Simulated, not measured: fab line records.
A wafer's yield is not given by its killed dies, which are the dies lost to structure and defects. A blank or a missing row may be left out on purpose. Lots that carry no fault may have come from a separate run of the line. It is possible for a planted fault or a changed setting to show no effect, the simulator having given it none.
A struck lot beside a sound one / flow n5_finfet / 16 out of 1938 route steps
Sound: wafers L142.1, L142.2, L142.5. Struck: wafer L133.3 (L133.5, L133.6, from the same lot, were not struck and are left out); the cause is given at the end.
Each step with rows lists, per side, the tool, then ch with its chambers, then its first start. Under that, the readings that differ: sound wafers / struck wafers / difference of the means / sigmas: that difference in standard deviations of wafers without a fault.
alike: a reading whose means differ by less than 2 such deviations, as well as words and numbers matching on both sides. not compared: withheld readings; readings where some wafer has no value; bounds like >300 that might hide an equal value; numbers whose values overlap and for which the record gives no deviation.
Wherever a step has rows on one side only, a row that says differs or no value, or a row with sigmas, the two part there. When numbers do not overlap yet have no deviation, they are printed without sigmas and do not part them. Lack of a reading on every wafer of one side parts them only where that side has two or more wafers.

first, 2 steps without rows for these wafers: N5_BEOL_M2_SPUTTER_90 (material Cu, target thk 4.5 nm, time 8.29 s); N5_BEOL_M2_ANNEAL_91 (time 240 s).
N5_BEOL_M2_SPUTTER_92: material Cu, target thk 4.5 nm, time 8.29 s.
  struck on pvd_sputter-02, day 7 23:55; sound on pvd_sputter-02, day 10 13:05
  alike: chuck_sensor_temp_C, substrate_temp_c, throttle_valve_pct
N5_BEOL_M2_ANNEAL_93: time 240 s.
  struck on pvd_sputter-02, day 8 00:00; sound on pvd_sputter-02, day 10 13:10
  alike: heater_power_w
N5_BEOL_M2_SPUTTER_94: material Cu, target thk 4.5 nm, time 8.29 s.
  struck on pvd_sputter-02, day 8 00:08; sound on pvd_sputter-02, day 10 13:19
  alike: chuck_sensor_temp_C, substrate_temp_c, throttle_valve_pct
then, 4 steps without rows for these wafers: N5_BEOL_M2_ANNEAL_95 (time 240 s); N5_BEOL_M2_SPUTTER_96 (material Cu, target thk 4.5 nm, time 8.29 s); N5_BEOL_M2_ECD_50 (material Cu, target thk 300 nm); N5_BEOL_M2_ANNEAL_51 (time 90 s).
N5_BEOL_M2_CMP_52: polishes, stops on SiOC, t overpolish 6.8 s, target thk 40 nm.
  sound on cmp-03 ch 0,2, day 10 14:01; struck on cmp-03 ch 2, day 8 00:54
reading=time_to_endpoint_s (s); sound=55 66 53; struck=69; difference=+11; sigmas=+2
  alike: barrier_field_endpoint_s, motor_current_A, overpolish_run_s, platen_rpm, slurry_flow_ml_min
N5_BEOL_M2_THK_MEAS_53: measures by xrf.
  struck on film_metro-01, day 8 01:09; sound on film_metro-01, day 10 14:19
  alike: M2_THK
N5_BEOL_M2_PRE_CLEAN_60: time 15 s.
  sound on cvd_co-02 ch 0,2, day 10 14:21; struck on cvd_co-01 ch 1, day 8 01:11
  alike: heater_power_w
N5_BEOL_M2_CO_CAP_55: material Co, precursor CCTBA/H2, target thk 2 nm, time 102.1 s.
  sound on cvd_co-02 ch 0,2, day 10 14:25; struck on cvd_co-01 ch 1, day 8 01:14
reading=run_length_s (s); sound=124.0 126.4 125.3; struck=164.0; difference=+38.8; sigmas=+54
reading=model.Co_of_BEOL_M2_CO_CAP_55.thk_nm (nm); sound=2 2.2 2.2; struck=2.8; difference=+0.7; sigmas=
  alike: heater_power_w
then, 1 step without rows for these wafers: N5_BEOL_M2_PRE_CLEAN_56 (time 15 s).
N5_BEOL_M4_RC_MEAS_101:
  sound on prober-02 ch 0, day 12 22:36; struck on prober-02 ch 0, day 9 12:45
reading=VT_P (mV); sound=-243.4 -240.6 -244.3; struck=-251.1; difference=-8.3; sigmas=-3
  alike: DIBL_N, DIBL_P, IOFF_N, IOFF_P, ION_N, ION_P, SS_N, SS_P, VT_N
-- record jumps: 5 days separate the struck wafers' starts on either side; left off in module BEOL_M4, taken up again in module PASSIVATION, whose first shown step is the route's number 1936 --
N5_PASSIVATION_PROBE_49:
  struck on prober-01, day 14 17:27; sound on prober-01, day 16 20:47
  alike: defect_limited_yield, killed_at_M0_to_M3, killed_at_M4_up, killed_at_contacts, killed_at_front_end, killed_at_other, killed_dies, killed_on_rim, killed_open, killed_short, sort_bin_4_leakage, sort_bin_5_function, sort_bin_6_memory, sort_n_pass, sort_yield_pct

## WHERE THEY PART
At N5_BEOL_M2_CMP_52 first; at N5_BEOL_M4_RC_MEAS_101 last (within this record only). Later steps at which nothing parts them and some readings are alike: N5_PASSIVATION_PROBE_49.

WHY: whatever the simulator had introduced
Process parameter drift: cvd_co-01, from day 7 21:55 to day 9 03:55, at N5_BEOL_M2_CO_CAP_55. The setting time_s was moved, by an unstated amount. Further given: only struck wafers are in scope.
